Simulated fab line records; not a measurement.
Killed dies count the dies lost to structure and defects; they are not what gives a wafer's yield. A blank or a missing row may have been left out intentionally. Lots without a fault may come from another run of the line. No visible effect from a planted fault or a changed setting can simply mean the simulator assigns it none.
Which tool was responsible? || flow n5 finfet || 8 lots with 24 wafers sampled at 5 steps, on a route of 1938 steps

WHAT THE GAUGES SHOWED, per wafer
N5_SD_EPI_P_EPI_MEAS_23. Usual: thk nm reads 60.8 nm (standard deviation 1.3).
{"lot": "L494", "measured": "day 3 16:11", "on": "film metro-01", "thk nm (nm)": "61.7 60.8 60.6", "flag": ""}
{"lot": "L497", "measured": "day 4 05:34", "on": "film metro-02", "thk nm (nm)": "61.4 62.2 61.9", "flag": ""}
{"lot": "L498", "measured": "day 4 14:35", "on": "film metro-01", "thk nm (nm)": "59.6 57.8 61.0", "flag": ""}
{"lot": "L508", "measured": "day 7 00:31", "on": "film metro-01", "thk nm (nm)": "61.2 62.0 61.7", "flag": ""}
{"lot": "L509", "measured": "day 7 04:04", "on": "film metro-01", "thk nm (nm)": "61.0 62.1 59.9", "flag": ""}
{"lot": "L514", "measured": "day 8 12:12", "on": "film metro-01", "thk nm (nm)": "61.7 63.3 61.7", "flag": ""}
{"lot": "L515", "measured": "day 8 15:01", "on": "film metro-02", "thk nm (nm)": "59.9 60.7 60.2", "flag": ""}
{"lot": "L516", "measured": "day 8 21:23", "on": "film metro-01", "thk nm (nm)": "62.3 61.6 62.0", "flag": ""}

N5_BEOL_M4_RC_MEAS_101. Usual: DIBL_N 36.4 mV/V, standard deviation 1.6; DIBL_P 36.2 mV/V, standard deviation 1.8; IOFF_N 0.159 nA/um, standard deviation 0.029; IOFF_P 0.21 nA/um, standard deviation 0.034; ION_N 670 uA/um, standard deviation 12; ION_P 459 uA/um, standard deviation 8.2; REXT_N 75.7 ohm.um, standard deviation 2; REXT_P 100.7 ohm.um, standard deviation 2.1; SS_N 71.5 mV/dec, standard deviation 0.59; SS_P 73.2 mV/dec, standard deviation 0.54; VT_N 250 mV, standard deviation 3.3; VT_N_LVT 99 mV, standard deviation 3.3; VT_P -250 mV, standard deviation 3.7.
{"lot": "L494", "measured": "day 8 20:48", "on": "prober-02", "DIBL_N (mV/V)": "35.8 36.6 36.6", "DIBL_P (mV/V)": "37.4 37.3 37.5", "IOFF_N (nA/um)": "0.150 0.153 0.164", "IOFF_P (nA/um)": "0.20 0.20 0.21", "ION_N (uA/um)": "673 659 671", "ION_P (uA/um)": "460 447 459", "REXT_N (ohm.um)": "75.0 74.6 74.2", "REXT_P (ohm.um)": "100.3 102.9 101.5", "SS_N (mV/dec)": "71.2 71.3 71.5", "SS_P (mV/dec)": "73.4 73.6 73.1", "VT_N (mV)": "248 251 251", "VT_N_LVT (mV)": "99 100 98", "VT_P (mV)": "-251 -252 -254", "flag": ""}
{"lot": "L497", "measured": "day 9 17:08", "on": "prober-02", "DIBL_N (mV/V)": "38.1 39.7 37.4", "DIBL_P (mV/V)": "36.5 38.4 35.3", "IOFF_N (nA/um)": "0.204 0.260 0.191", "IOFF_P (nA/um)": "0.25 0.31 0.24", "ION_N (uA/um)": "697 698 683", "ION_P (uA/um)": "472 477 469", "REXT_N (ohm.um)": "74.9 74.5 75.1", "REXT_P (ohm.um)": "101.6 99.4 102.3", "SS_N (mV/dec)": "72.2 72.9 72.1", "SS_P (mV/dec)": "73.0 73.5 73.2", "VT_N (mV)": "248 243 247", "VT_N_LVT (mV)": "94 92 96", "VT_P (mV)": "-247 -241 -247", "flag": ""}
{"lot": "L498", "measured": "day 9 19:52", "on": "prober-01", "DIBL_N (mV/V)": "37.4 34.0 35.3", "DIBL_P (mV/V)": "39.1 34.9 35.5", "IOFF_N (nA/um)": "0.216 0.136 0.154", "IOFF_P (nA/um)": "0.26 0.20 0.19", "ION_N (uA/um)": "689 673 667", "ION_P (uA/um)": "473 460 454", "REXT_N (ohm.um)": "75.6 74.8 74.4", "REXT_P (ohm.um)": "100.8 100.0 101.1", "SS_N (mV/dec)": "71.9 70.8 71.1", "SS_P (mV/dec)": "73.9 73.1 73.5", "VT_N (mV)": "241 251 250", "VT_N_LVT (mV)": "93 99 97", "VT_P (mV)": "-246 -253 -253", "flag": ""}
{"lot": "L508", "measured": "day 11 18:23", "on": "prober-02", "DIBL_N (mV/V)": "31.2 31.0 31.1", "DIBL_P (mV/V)": "33.9 33.3 31.2", "IOFF_N (nA/um)": "0.083 0.081 0.074", "IOFF_P (nA/um)": "0.16 0.15 0.12", "ION_N (uA/um)": "620 631 607", "ION_P (uA/um)": "441 449 434", "REXT_N (ohm.um)": "92.1 91.4 89.3", "REXT_P (ohm.um)": "109.6 108.3 108.1", "SS_N (mV/dec)": "70.2 70.1 70.6", "SS_P (mV/dec)": "72.6 72.4 72.5", "VT_N (mV)": "260 261 263", "VT_N_LVT (mV)": "108 108 111", "VT_P (mV)": "-255 -255 -258", "flag": "OFF"}
{"lot": "L509", "measured": "day 12 21:51", "on": "prober-02", "DIBL_N (mV/V)": "30.6 32.7 32.2", "DIBL_P (mV/V)": "32.5 35.0 34.0", "IOFF_N (nA/um)": "0.075 0.097 0.096", "IOFF_P (nA/um)": "0.14 0.18 0.16", "ION_N (uA/um)": "614 625 622", "ION_P (uA/um)": "437 445 441", "REXT_N (ohm.um)": "90.2 92.1 90.2", "REXT_P (ohm.um)": "106.3 106.1 106.8", "SS_N (mV/dec)": "70.1 70.8 69.9", "SS_P (mV/dec)": "72.6 72.8 72.9", "VT_N (mV)": "261 256 259", "VT_N_LVT (mV)": "110 106 106", "VT_P (mV)": "-259 -253 -257", "flag": "OFF"}
{"lot": "L514", "measured": "day 13 16:05", "on": "prober-02", "DIBL_N (mV/V)": "39.1 38.5 39.0", "DIBL_P (mV/V)": "37.3 36.3 38.0", "IOFF_N (nA/um)": "0.199 0.188 0.196", "IOFF_P (nA/um)": "0.22 0.21 0.25", "ION_N (uA/um)": "683 695 679", "ION_P (uA/um)": "460 470 462", "REXT_N (ohm.um)": "73.3 72.3 74.1", "REXT_P (ohm.um)": "97.2 95.8 96.2", "SS_N (mV/dec)": "71.9 71.4 71.4", "SS_P (mV/dec)": "73.5 73.1 73.4", "VT_N (mV)": "247 245 245", "VT_N_LVT (mV)": "95 95 95", "VT_P (mV)": "-250 -250 -246", "flag": ""}
{"lot": "L515", "measured": "day 13 23:15", "on": "prober-02", "DIBL_N (mV/V)": "35.5 38.6 36.9", "DIBL_P (mV/V)": "34.9 39.7 37.1", "IOFF_N (nA/um)": "0.113 0.190 0.152", "IOFF_P (nA/um)": "0.14 0.20 0.16", "ION_N (uA/um)": "649 673 675", "ION_P (uA/um)": "443 453 455", "REXT_N (ohm.um)": "73.1 73.5 72.7", "REXT_P (ohm.um)": "98.8 100.1 100.4", "SS_N (mV/dec)": "71.2 72.2 71.9", "SS_P (mV/dec)": "72.3 73.7 72.9", "VT_N (mV)": "257 250 251", "VT_N_LVT (mV)": "104 96 97", "VT_P (mV)": "-262 -253 -258", "flag": ""}
{"lot": "L516", "measured": "day 14 19:29", "on": "prober-01", "DIBL_N (mV/V)": "36.1 37.3 33.1", "DIBL_P (mV/V)": "37.1 39.1 34.9", "IOFF_N (nA/um)": "0.157 0.196 0.117", "IOFF_P (nA/um)": "0.22 0.26 0.19", "ION_N (uA/um)": "657 689 652", "ION_P (uA/um)": "458 472 460", "REXT_N (ohm.um)": "76.8 78.0 77.4", "REXT_P (ohm.um)": "97.7 98.4 97.1", "SS_N (mV/dec)": "71.7 71.7 70.8", "SS_P (mV/dec)": "73.4 73.6 72.5", "VT_N (mV)": "253 247 253", "VT_N_LVT (mV)": "101 96 103", "VT_P (mV)": "-250 -248 -250", "flag": ""}

TOOL THAT RAN EACH LOT (tool first, then ch and the chambers of the sampled wafers, then the start)
{"lot": "L494", "N5_SD_EPI_P_ETCHBACK_46": "rie diel-04 ch 0,2,3, day 3 10:57", "N5_SD_EPI_P_STRIP_40": "plasma asher-01 ch 0,1, day 3 11:23", "N5_SD_ACTIVATION_RTA_00": "rtp anneal-01 ch 0, day 3 16:31"}
{"lot": "L497", "N5_SD_EPI_P_ETCHBACK_46": "rie diel-05 ch 1,2,3, day 3 22:59", "N5_SD_EPI_P_STRIP_40": "plasma asher-02 ch 0,1, day 3 23:25", "N5_SD_ACTIVATION_RTA_00": "rtp anneal-02 ch 0, day 4 05:48"}
{"lot": "L498", "N5_SD_EPI_P_ETCHBACK_46": "rie diel-04 ch 2,3, day 4 07:58", "N5_SD_EPI_P_STRIP_40": "plasma asher-02 ch 0,1, day 4 08:26", "N5_SD_ACTIVATION_RTA_00": "rtp anneal-02 ch 0, day 4 14:57"}
{"lot": "L508", "N5_SD_EPI_P_ETCHBACK_46": "rie diel-05 ch 2,3, day 6 21:23", "N5_SD_EPI_P_STRIP_40": "plasma asher-01 ch 0,1, day 6 21:48", "N5_SD_ACTIVATION_RTA_00": "rtp anneal-02 ch 0, day 7 00:50"}
{"lot": "L509", "N5_SD_EPI_P_ETCHBACK_46": "rie diel-05 ch 0,1,3, day 7 00:06", "N5_SD_EPI_P_STRIP_40": "plasma asher-01 ch 0,1, day 7 00:31", "N5_SD_ACTIVATION_RTA_00": "rtp anneal-02 ch 0, day 7 04:25"}
{"lot": "L514", "N5_SD_EPI_P_ETCHBACK_46": "rie diel-05 ch 0,3, day 8 08:13", "N5_SD_EPI_P_STRIP_40": "plasma asher-01 ch 0,1, day 8 08:38", "N5_SD_ACTIVATION_RTA_00": "rtp anneal-01 ch 0, day 8 12:32"}
{"lot": "L515", "N5_SD_EPI_P_ETCHBACK_46": "rie diel-05 ch 0,2,3, day 8 11:53", "N5_SD_EPI_P_STRIP_40": "plasma asher-02 ch 0,1, day 8 12:19", "N5_SD_ACTIVATION_RTA_00": "rtp anneal-01 ch 0, day 8 15:19"}
{"lot": "L516", "N5_SD_EPI_P_ETCHBACK_46": "rie diel-02 ch 0,1,3, day 8 18:14", "N5_SD_EPI_P_STRIP_40": "plasma asher-02 ch 0,1, day 8 18:39", "N5_SD_ACTIVATION_RTA_00": "rtp anneal-01 ch 0, day 8 21:41"}
- N5_SD_EPI_P_ETCHBACK_46: etches SiNx in CH3F/O2, stops on SiO2, target depth 17.5 nm.
- N5_SD_EPI_P_STRIP_40: strips in N2/H2.
- N5_SD_ACTIVATION_RTA_00: time 0 s.

AS READ BY THE TOOLS THEMSELVES (means over the sampled wafers that have a number; for cases with no such wafer, the mark the record gives instead)
N5_SD_EPI_P_ETCHBACK_46. Usual: drypump motor current A 5.7 A, standard deviation 0.49; oes product au 0.68 a.u., standard deviation 0.07; rf vpp V 299 V, standard deviation 4.8; showerhead plenum p Torr 1.99 Torr, standard deviation 0.088; throttle valve pct 16.43 %, standard deviation 0.17.
{"lot": "L494", "tool": "rie diel-04", "drypump motor current A (A)": 5.7, "oes product au (a.u.)": 0.71, "rf vpp V (V)": 299, "showerhead plenum p Torr (Torr)": 1.99, "throttle valve pct (%)": 16.52, "flag": ""}
{"lot": "L497", "tool": "rie diel-05", "drypump motor current A (A)": 5.9, "oes product au (a.u.)": 0.71, "rf vpp V (V)": 297, "showerhead plenum p Torr (Torr)": 2.02, "throttle valve pct (%)": 16.32, "flag": ""}
{"lot": "L498", "tool": "rie diel-04", "drypump motor current A (A)": 6.2, "oes product au (a.u.)": 0.73, "rf vpp V (V)": 298, "showerhead plenum p Torr (Torr)": 2.01, "throttle valve pct (%)": 16.54, "flag": ""}
{"lot": "L508", "tool": "rie diel-05", "drypump motor current A (A)": 5.8, "oes product au (a.u.)": 0.73, "rf vpp V (V)": 297, "showerhead plenum p Torr (Torr)": 2.06, "throttle valve pct (%)": 16.20, "flag": ""}
{"lot": "L509", "tool": "rie diel-05", "drypump motor current A (A)": 5.9, "oes product au (a.u.)": 0.65, "rf vpp V (V)": 301, "showerhead plenum p Torr (Torr)": 1.99, "throttle valve pct (%)": 16.37, "flag": ""}
{"lot": "L514", "tool": "rie diel-05", "drypump motor current A (A)": 5.7, "oes product au (a.u.)": 0.69, "rf vpp V (V)": 301, "showerhead plenum p Torr (Torr)": 2.04, "throttle valve pct (%)": 16.25, "flag": ""}
{"lot": "L515", "tool": "rie diel-05", "drypump motor current A (A)": 5.6, "oes product au (a.u.)": 0.68, "rf vpp V (V)": 300, "showerhead plenum p Torr (Torr)": 1.98, "throttle valve pct (%)": 16.32, "flag": ""}
{"lot": "L516", "tool": "rie diel-02", "drypump motor current A (A)": 5.5, "oes product au (a.u.)": 0.74, "rf vpp V (V)": 300, "showerhead plenum p Torr (Torr)": 1.97, "throttle valve pct (%)": 16.43, "flag": ""}

N5_SD_EPI_P_STRIP_40. Usual: drypump motor current A 6.00 A, standard deviation 0.24; heater power w 363 W, standard deviation 23; n2 flow sccm 1750 sccm, standard deviation 5.5; oes product au 0.762 a.u., standard deviation 0.01.
{"lot": "L494", "tool": "plasma asher-01", "drypump motor current A (A)": 5.75, "heater power w (W)": 376, "n2 flow sccm (sccm)": 1752, "oes product au (a.u.)": 0.762, "flag": ""}
{"lot": "L497", "tool": "plasma asher-02", "drypump motor current A (A)": 6.30, "heater power w (W)": 355, "n2 flow sccm (sccm)": 1751, "oes product au (a.u.)": 0.770, "flag": ""}
{"lot": "L498", "tool": "plasma asher-02", "drypump motor current A (A)": 6.21, "heater power w (W)": 338, "n2 flow sccm (sccm)": 1749, "oes product au (a.u.)": 0.763, "flag": ""}
{"lot": "L508", "tool": "plasma asher-01", "drypump motor current A (A)": 5.87, "heater power w (W)": 375, "n2 flow sccm (sccm)": 1755, "oes product au (a.u.)": 0.761, "flag": ""}
{"lot": "L509", "tool": "plasma asher-01", "drypump motor current A (A)": 5.79, "heater power w (W)": 376, "n2 flow sccm (sccm)": 1751, "oes product au (a.u.)": 0.759, "flag": ""}
{"lot": "L514", "tool": "plasma asher-01", "drypump motor current A (A)": 5.82, "heater power w (W)": 379, "n2 flow sccm (sccm)": 1750, "oes product au (a.u.)": 0.768, "flag": ""}
{"lot": "L515", "tool": "plasma asher-02", "drypump motor current A (A)": 6.20, "heater power w (W)": 334, "n2 flow sccm (sccm)": 1748, "oes product au (a.u.)": 0.751, "flag": ""}
{"lot": "L516", "tool": "plasma asher-02", "drypump motor current A (A)": 6.30, "heater power w (W)": 357, "n2 flow sccm (sccm)": 1748, "oes product au (a.u.)": 0.763, "flag": ""}

N5_SD_ACTIVATION_RTA_00. Usual: lamp power pct 8.96 %, standard deviation 0.054; lamp_zone_1_pct 8.955 %, standard deviation 0.024; lamp_zone_2_pct 8.950 %, standard deviation 0.029; lamp_zone_3_pct 8.950 %, standard deviation 0.027; lamp_zone_4_pct 8.947 %, standard deviation 0.025; lamp_zone_5_pct 8.955 %, standard deviation 0.026; lamp_zone_6_pct 8.877 %, standard deviation 0.026; lamp_zone_7_pct 9.348 %, standard deviation 0.028; wafer_temp_C_max 974.9, standard deviation 1.9.
{"lot": "L494", "tool": "rtp anneal-01", "lamp power pct (%)": 8.99, "lamp_zone_1_pct (%)": 8.972, "lamp_zone_2_pct (%)": 8.950, "lamp_zone_3_pct (%)": 8.953, "lamp_zone_4_pct (%)": 8.945, "lamp_zone_5_pct (%)": 8.987, "lamp_zone_6_pct (%)": 8.895, "lamp_zone_7_pct (%)": 9.372, "wafer_temp_C_max": 976.2, "flag": ""}
{"lot": "L497", "tool": "rtp anneal-02", "lamp power pct (%)": 8.94, "lamp_zone_1_pct (%)": 8.932, "lamp_zone_2_pct (%)": 8.958, "lamp_zone_3_pct (%)": 8.951, "lamp_zone_4_pct (%)": 8.934, "lamp_zone_5_pct (%)": 8.972, "lamp_zone_6_pct (%)": 8.891, "lamp_zone_7_pct (%)": 9.360, "wafer_temp_C_max": 974.6, "flag": ""}
{"lot": "L498", "tool": "rtp anneal-02", "lamp power pct (%)": 9.00, "lamp_zone_1_pct (%)": 8.940, "lamp_zone_2_pct (%)": 8.911, "lamp_zone_3_pct (%)": 8.942, "lamp_zone_4_pct (%)": 8.966, "lamp_zone_5_pct (%)": 8.963, "lamp_zone_6_pct (%)": 8.879, "lamp_zone_7_pct (%)": 9.350, "wafer_temp_C_max": 974.5, "flag": ""}
{"lot": "L508", "tool": "rtp anneal-02", "lamp power pct (%)": 8.57, "lamp_zone_1_pct (%)": 8.574, "lamp_zone_2_pct (%)": 8.564, "lamp_zone_3_pct (%)": 8.555, "lamp_zone_4_pct (%)": 8.555, "lamp_zone_5_pct (%)": 8.546, "lamp_zone_6_pct (%)": 8.509, "lamp_zone_7_pct (%)": 8.921, "wafer_temp_C_max": 974.7, "flag": "OFF"}
{"lot": "L509", "tool": "rtp anneal-02", "lamp power pct (%)": 8.56, "lamp_zone_1_pct (%)": 8.563, "lamp_zone_2_pct (%)": 8.554, "lamp_zone_3_pct (%)": 8.569, "lamp_zone_4_pct (%)": 8.560, "lamp_zone_5_pct (%)": 8.558, "lamp_zone_6_pct (%)": 8.491, "lamp_zone_7_pct (%)": 8.923, "wafer_temp_C_max": 976.4, "flag": "OFF"}
{"lot": "L514", "tool": "rtp anneal-01", "lamp power pct (%)": 8.98, "lamp_zone_1_pct (%)": 8.957, "lamp_zone_2_pct (%)": 8.914, "lamp_zone_3_pct (%)": 8.943, "lamp_zone_4_pct (%)": 8.910, "lamp_zone_5_pct (%)": 8.952, "lamp_zone_6_pct (%)": 8.855, "lamp_zone_7_pct (%)": 9.337, "wafer_temp_C_max": 974.6, "flag": ""}
{"lot": "L515", "tool": "rtp anneal-01", "lamp power pct (%)": 8.94, "lamp_zone_1_pct (%)": 8.956, "lamp_zone_2_pct (%)": 8.925, "lamp_zone_3_pct (%)": 8.960, "lamp_zone_4_pct (%)": 8.957, "lamp_zone_5_pct (%)": 8.957, "lamp_zone_6_pct (%)": 8.877, "lamp_zone_7_pct (%)": 9.361, "wafer_temp_C_max": 976.5, "flag": ""}
{"lot": "L516", "tool": "rtp anneal-01", "lamp power pct (%)": 8.99, "lamp_zone_1_pct (%)": 8.971, "lamp_zone_2_pct (%)": 8.939, "lamp_zone_3_pct (%)": 8.944, "lamp_zone_4_pct (%)": 8.958, "lamp_zone_5_pct (%)": 8.952, "lamp_zone_6_pct (%)": 8.850, "lamp_zone_7_pct (%)": 9.355, "wafer_temp_C_max": 975.6, "flag": ""}

THE ANSWER, worked out from the rows above alone
Rule: lot off if the mean of its wafers having a number is beyond 3 standard deviations from the usual mean. Also off: a lot with no number at a reading for which 4 or more lots have one. The other lots that the step has rows for count as sound. After the gauges, taken in route order, come the tools' own readings; for these a lot's mean is taken, as printed above. The first step at which some lot is off is used, and at that step the reading that is off furthest; a lot without a number counts as furthest.
Off: L508, L509, seen at N5_BEOL_M4_RC_MEAS_101 (REXT_N).
A tool fits if, at a process step before that reading, it ran every lot that is off, and no sound lot after the first of them. Not tried: the gauges at N5_BEOL_M4_RC_MEAS_101; whatever is off there is also off at N5_SD_ACTIVATION_RTA_00, on other tools, and gauge error can't account for it. One fits: N5_SD_ACTIVATION_RTA_00 on rtp anneal-02. Its last sound lot is L498 (day 4 14:57), its first lot that is off L508 (day 7 00:50): a fault that began between those two fits.
The tool's own readings at N5_SD_ACTIVATION_RTA_00 bear it out: on the lots that are off they differ by more than 5 times the standard deviation of the sound lots' means. lamp power pct reads 8.57 % there against 8.97 % on the sound lots; lamp_zone_1_pct reads 8.569 % there against 8.955 % on the sound lots; lamp_zone_2_pct reads 8.559 % there against 8.933 % on the sound lots; lamp_zone_3_pct reads 8.562 % there against 8.949 % on the sound lots; lamp_zone_4_pct reads 8.558 % there against 8.945 % on the sound lots; lamp_zone_5_pct reads 8.552 % there against 8.964 % on the sound lots; lamp_zone_6_pct reads 8.500 % there against 8.874 % on the sound lots; lamp_zone_7_pct reads 8.922 % there against 9.356 % on the sound lots.

WHAT THE SIMULATOR HAD INSERTED
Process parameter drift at N5_SD_ACTIVATION_RTA_00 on rtp anneal-02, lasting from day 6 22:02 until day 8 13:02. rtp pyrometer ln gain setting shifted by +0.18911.
Struck lots among those shown: L508, L509. This agrees with what the rule above found.
